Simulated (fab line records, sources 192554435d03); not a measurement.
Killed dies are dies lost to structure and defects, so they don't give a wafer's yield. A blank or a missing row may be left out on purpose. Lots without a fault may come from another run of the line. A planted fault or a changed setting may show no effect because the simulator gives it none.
Split-lot experiment | flow n5_finfet | 7 lots, 39 wafers read, on a route of 1938 steps

THE SPLIT
At N5_BEOL_M0_SAQP_ILD_DEP_01 (deposits SiOC from DEMS/O2, target thk 45.419 nm, time 8.7 s), the setting time_s was moved away from the recipe's 8.7 s on 12 of the 39 wafers read, by -25.3% to +53.3%. The other wafers ran this setting at the recipe's value.

The reading is taken at the split's own step.

THE READING
SiOC_of_BEOL_M0_SAQP_ILD_DEP_01.thk_nm (the simulator's own value, which no gauge read), in nm, at N5_BEOL_M0_SAQP_ILD_DEP_01 (deposits SiOC from DEMS/O2, target thk 45.419 nm, time 8.7 s). The file gives no usual value for it. The 27 wafers here that ran the recipe average 45.5 nm, standard deviation 0.61 nm.

wafer  | tool, chamber at the split | time_s as run, s | against the recipe | SiOC_of_BEOL_M0_SAQP_ILD_DEP_01.thk_nm, nm | against lot-mates on the recipe
L079.1 | pecvd-02, 1                | 8.7              | recipe             | 44.8                                       | -
L079.2 | pecvd-02, 2                | 11.27            | +29.5%             | 58                                         | +12.8
L079.3 | pecvd-02, 0                | 11.27            | +29.5%             | 58.6                                       | +13.4
L079.4 | pecvd-02, 0                | 8.7              | recipe             | 45.6                                       | -
L079.5 | pecvd-02, 2                | 11.27            | +29.5%             | 59                                         | +13.8
L079.6 | pecvd-02, 1                | 8.7              | recipe             | 45.2                                       | -
L081.1 | pecvd-03, 1                | 8.7              | recipe             | 45.4                                       | -
L081.4 | pecvd-03, 1                | 8.7              | recipe             | 45.4                                       | -
L081.2 | pecvd-03, 2                | 8.7              | recipe             | 45.2                                       | -
L081.3 | pecvd-03, 0                | 8.7              | recipe             | 44.6                                       | -
L081.5 | pecvd-03, 0,2              | 8.7              | recipe             | 46                                         | -
L081.6 | pecvd-03, 0,2              | 8.7              | recipe             | 46                                         | -
L083.1 | pecvd-01, 2                | 8.7              | recipe             | 45.4                                       | -
L083.4 | pecvd-01, 2                | 8.7              | recipe             | 46.2                                       | -
L083.5 | pecvd-01, 1                | 8.7              | recipe             | 46                                         | -
L086.1 | pecvd-03, 2                | 8.7              | recipe             | 46.2                                       | -
L086.2 | pecvd-03, 1                | 8.7              | recipe             | 45.6                                       | -
L086.3 | pecvd-03, 0                | 8.7              | recipe             | 45.8                                       | -
L086.4 | pecvd-03, 0                | 8.7              | recipe             | 45.8                                       | -
L086.5 | pecvd-03, 1                | 8.7              | recipe             | 46.6                                       | -
L086.6 | pecvd-03, 2                | 8.7              | recipe             | 46.8                                       | -
L090.1 | pecvd-03, 0                | 11.12            | +27.8%             | 57.8                                       | +13.1
L090.2 | pecvd-03, 1,2              | 8.7              | recipe             | 44.4                                       | -
L090.3 | pecvd-03, 1,2              | 8.7              | recipe             | 44.4                                       | -
L090.4 | pecvd-03, 0                | 11.12            | +27.8%             | 58.2                                       | +13.5
L090.5 | pecvd-03, 1                | 8.7              | recipe             | 45.4                                       | -
L090.6 | pecvd-03, 2                | 11.12            | +27.8%             | 58.6                                       | +13.9
L095.1 | pecvd-02, 1                | 8.7              | recipe             | 45.4                                       | -
L095.2 | pecvd-02, 2                | 8.7              | recipe             | 45.2                                       | -
L095.3 | pecvd-02, 0                | 13.34            | +53.3%             | 69.4                                       | +23.9
L095.4 | pecvd-02, 0                | 8.7              | recipe             | 45.8                                       | -
L095.5 | pecvd-02, 1                | 13.34            | +53.3%             | 70.6                                       | +25.1
L095.6 | pecvd-02, 2                | 13.34            | +53.3%             | 70.2                                       | +24.7
L096.1 | pecvd-02, 1,2              | 8.7              | recipe             | 45                                         | -
L096.3 | pecvd-02, 1,2              | 8.7              | recipe             | 45                                         | -
L096.2 | pecvd-02, 0                | 8.7              | recipe             | 44.8                                       | -
L096.4 | pecvd-02, 0                | 6.495            | -25.3%             | 34.2                                       | -10.7
L096.5 | pecvd-02, 1                | 6.495            | -25.3%             | 34.6                                       | -10.3
L096.6 | pecvd-02, 2                | 6.495            | -25.3%             | 34                                         | -10.9
Where a row lists several chambers, the file gives one row for several wafers and doesn't say which wafer went through which chamber.

THE FIT
A straight line over all 39 wafers: SiOC_of_BEOL_M0_SAQP_ILD_DEP_01.thk_nm changes by +0.454 nm for each +1% of time_s; r = +1.00; the points scatter about the line by 0.59 nm.
The same after taking each lot's own level away (the mean of its wafers on the recipe; 39 wafers): +0.456 nm for each +1%; r = +1.00; scatter 0.51 nm.
On that fit, the largest move of time_s shifts the reading by 24 nm.
The lots' own levels span 44.73 to 46.13 nm, that is 2.3 times the standard deviation above.
So the lot-to-lot level changes the slope little: the two slopes agree.
Check: with one of the wafers moved furthest among these (+53.3%) left out of the fit, the line predicts +24.6 nm for it against its lot-mates. It came out at +23.9 nm against them.

OTHER SPLITS ON THESE WAFERS
These wafers also went through other splits before the reading. Each is held against what the fit with the lots' levels taken away leaves over:
other split on the same wafers        | wafers away from the commonest value | r with SiOC_of_BEOL_M0_SAQP_ILD_DEP_01.thk_nm (lot level and that fit taken away)
N5_FIN_SAQP_HM_DEP_72 target_thk_a    | 9                                    | +0.29
N5_FIN_SAQP_DEVELOP_15 develop_time_s | 9                                    | -0.26
N5_GATE_CUT_DESCUM_18 time_s          | 12                                   | -0.12

THE FILE'S OWN FIT
SiOC_of_BEOL_M0_SAQP_ILD_DEP_01.thk_nm changes by +0.458 nm for each +1% of time_s, r = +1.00.
